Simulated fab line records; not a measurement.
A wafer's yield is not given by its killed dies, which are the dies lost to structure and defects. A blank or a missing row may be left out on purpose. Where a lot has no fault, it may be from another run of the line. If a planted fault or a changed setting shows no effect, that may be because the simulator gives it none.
Split-lot study || flow n5-finfet || 21 wafers read from 7 lots, route of 1938 steps

ABOUT THE SPLIT
At N5_MOL_CONTACT_COAG_COAT_64 (time 60 s, resist thk 10 nm), the setting spin-rpm was moved away from the recipe's 1500 rpm on 8 of the 21 wafers read, by -7.6% to +11.0%. The other wafers ran this setting at the recipe's value.

FROM THE SPLIT TO THE READING: what the file shows between them, 3 steps
- N5_MOL_CONTACT_COAG_COAT_34: resist thk 40 nm
- N5_MOL_CONTACT_COAG_EBR_36
- N5_MOL_CONTACT_COAG_DESCUM_45: chemistry O2, time 7 s

THE READING
etch.depth-nm (the simulator's own value, which no gauge read), in nm, at N5_MOL_CONTACT_COAG_ETCH_65 (etches underlayer in N2/H2, target depth 13 nm, time 10.4 s). There is no usual value for it anywhere in the file. Here, 13 wafers ran the recipe; their average is 10.006 nm with a standard deviation of 0.033 nm.

{"wafer": "L074.4", "tool, chamber at the split": "litho-track-04, 0", "spin-rpm as run, rpm": 1500, "against the recipe": "recipe", "etch.depth-nm, nm": 10.01, "against lot-mates on the recipe": "-"}
{"wafer": "L074.5", "tool, chamber at the split": "litho-track-04, 0", "spin-rpm as run, rpm": 1500, "against the recipe": "recipe", "etch.depth-nm, nm": 10.03, "against lot-mates on the recipe": "-"}
{"wafer": "L074.6", "tool, chamber at the split": "litho-track-04, 0", "spin-rpm as run, rpm": 1500, "against the recipe": "recipe", "etch.depth-nm, nm": 10.03, "against lot-mates on the recipe": "-"}
{"wafer": "L078.3", "tool, chamber at the split": "litho-track-04, 0", "spin-rpm as run, rpm": 1500, "against the recipe": "recipe", "etch.depth-nm, nm": 10.01, "against lot-mates on the recipe": "-"}
{"wafer": "L078.4", "tool, chamber at the split": "litho-track-04, 0", "spin-rpm as run, rpm": 1500, "against the recipe": "recipe", "etch.depth-nm, nm": 10.01, "against lot-mates on the recipe": "-"}
{"wafer": "L078.6", "tool, chamber at the split": "litho-track-04, 0", "spin-rpm as run, rpm": 1500, "against the recipe": "recipe", "etch.depth-nm, nm": 10, "against lot-mates on the recipe": "-"}
{"wafer": "L083.3", "tool, chamber at the split": "litho-track-04, 0", "spin-rpm as run, rpm": 1665, "against the recipe": "+11.0%", "etch.depth-nm, nm": 9.546, "against lot-mates on the recipe": -0.534}
{"wafer": "L083.4", "tool, chamber at the split": "litho-track-04, 0", "spin-rpm as run, rpm": 1500, "against the recipe": "recipe", "etch.depth-nm, nm": 10.08, "against lot-mates on the recipe": "-"}
{"wafer": "L083.5", "tool, chamber at the split": "litho-track-04, 0", "spin-rpm as run, rpm": 1665, "against the recipe": "+11.0%", "etch.depth-nm, nm": 9.585, "against lot-mates on the recipe": -0.495}
{"wafer": "L085.2", "tool, chamber at the split": "litho-track-03, 0", "spin-rpm as run, rpm": 1644, "against the recipe": "+9.6%", "etch.depth-nm, nm": 9.558, "against lot-mates on the recipe": -0.444}
{"wafer": "L085.3", "tool, chamber at the split": "litho-track-03, 0", "spin-rpm as run, rpm": 1500, "against the recipe": "recipe", "etch.depth-nm, nm": 10.01, "against lot-mates on the recipe": "-"}
{"wafer": "L085.6", "tool, chamber at the split": "litho-track-03, 0", "spin-rpm as run, rpm": 1500, "against the recipe": "recipe", "etch.depth-nm, nm": 9.994, "against lot-mates on the recipe": "-"}
{"wafer": "L088.1", "tool, chamber at the split": "litho-track-03, 0", "spin-rpm as run, rpm": 1386, "against the recipe": "-7.6%", "etch.depth-nm, nm": 10.41, "against lot-mates on the recipe": "no lot-mate on the recipe"}
{"wafer": "L088.2", "tool, chamber at the split": "litho-track-03, 0", "spin-rpm as run, rpm": 1386, "against the recipe": "-7.6%", "etch.depth-nm, nm": 10.41, "against lot-mates on the recipe": "no lot-mate on the recipe"}
{"wafer": "L088.5", "tool, chamber at the split": "litho-track-03, 0", "spin-rpm as run, rpm": 1386, "against the recipe": "-7.6%", "etch.depth-nm, nm": 10.41, "against lot-mates on the recipe": "no lot-mate on the recipe"}
{"wafer": "L091.1", "tool, chamber at the split": "litho-track-01, 0", "spin-rpm as run, rpm": 1500, "against the recipe": "recipe", "etch.depth-nm, nm": 9.929, "against lot-mates on the recipe": "-"}
{"wafer": "L091.3", "tool, chamber at the split": "litho-track-01, 0", "spin-rpm as run, rpm": 1553, "against the recipe": "+3.5%", "etch.depth-nm, nm": 9.757, "against lot-mates on the recipe": -0.194}
{"wafer": "L091.4", "tool, chamber at the split": "litho-track-01, 0", "spin-rpm as run, rpm": 1500, "against the recipe": "recipe", "etch.depth-nm, nm": 9.972, "against lot-mates on the recipe": "-"}
{"wafer": "L092.4", "tool, chamber at the split": "litho-track-04, 0", "spin-rpm as run, rpm": 1406, "against the recipe": "-6.3%", "etch.depth-nm, nm": 10.35, "against lot-mates on the recipe": "+0.347"}
{"wafer": "L092.5", "tool, chamber at the split": "litho-track-04, 0", "spin-rpm as run, rpm": 1500, "against the recipe": "recipe", "etch.depth-nm, nm": 9.997, "against lot-mates on the recipe": "-"}
{"wafer": "L092.6", "tool, chamber at the split": "litho-track-04, 0", "spin-rpm as run, rpm": 1500, "against the recipe": "recipe", "etch.depth-nm, nm": 10.01, "against lot-mates on the recipe": "-"}

FIT RESULTS
A straight line over all 21 wafers: etch.depth-nm changes by -0.0471 nm for each +1% of spin-rpm; r = -0.98; the points scatter about the line by 0.045 nm.
The same after taking each lot's own level away (the mean of its wafers on the recipe; 18 wafers): -0.0481 nm for each +1%; r = -1.00; scatter 0.018 nm.
According to that fit, moving spin-rpm by its largest amount changes the reading by 0.53 nm.
The span of the lots' own levels, 9.9505 to 10.0800 nm, comes to 3.9 times the standard deviation stated above.
So the lot-to-lot level changes the slope little: the two slopes agree.
Check: for one of the wafers moved furthest among these (+11.0%), held out of the fit, the line's prediction against its lot-mates is -0.521 nm. It came out at -0.534 nm against them.

FURTHER SPLITS ON THESE WAFERS
These wafers also went through other splits before the reading. Each is held against what the fit with the lots' levels taken away leaves over:
{"other split on the same wafers": "N5_GATE_CUT_HM_DEP_46 time-s", "wafers away from the commonest value": 10, "r with etch.depth-nm (lot level and that fit taken away)": "+0.03"}
{"other split on the same wafers": "N5_MOL_CONTACT_COAG_CONTACT_ETCH_14 source-w", "wafers away from the commonest value": 7, "r with etch.depth-nm (lot level and that fit taken away)": -0.30}

THE WHOLE CHAIN: every reading that the file lists as answering this split, in the file's order
{"step": "N5_MOL_CONTACT_COAG_COAT_64", "what it does": "time 60 s, resist thk 10 nm", "reading": "underlayer_of_MOL_CONTACT_COAG_COAT_64.thk-nm (the simulator's own value, which no gauge read)", "change (the file's fit)": "-0.0432 nm for each +1% of the setting", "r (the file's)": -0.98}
{"step": "N5_MOL_CONTACT_COAG_ETCH_65", "what it does": "etches underlayer in N2/H2, target depth 13 nm, time 10.4 s", "reading": "etch.depth-nm (the simulator's own value, which no gauge read)", "change (the file's fit)": "-0.0483 nm for each +1% of the setting", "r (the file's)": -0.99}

THE FILE'S OWN FIT
etch.depth-nm changes by -0.0483 nm for each +1% of spin-rpm, r = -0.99.
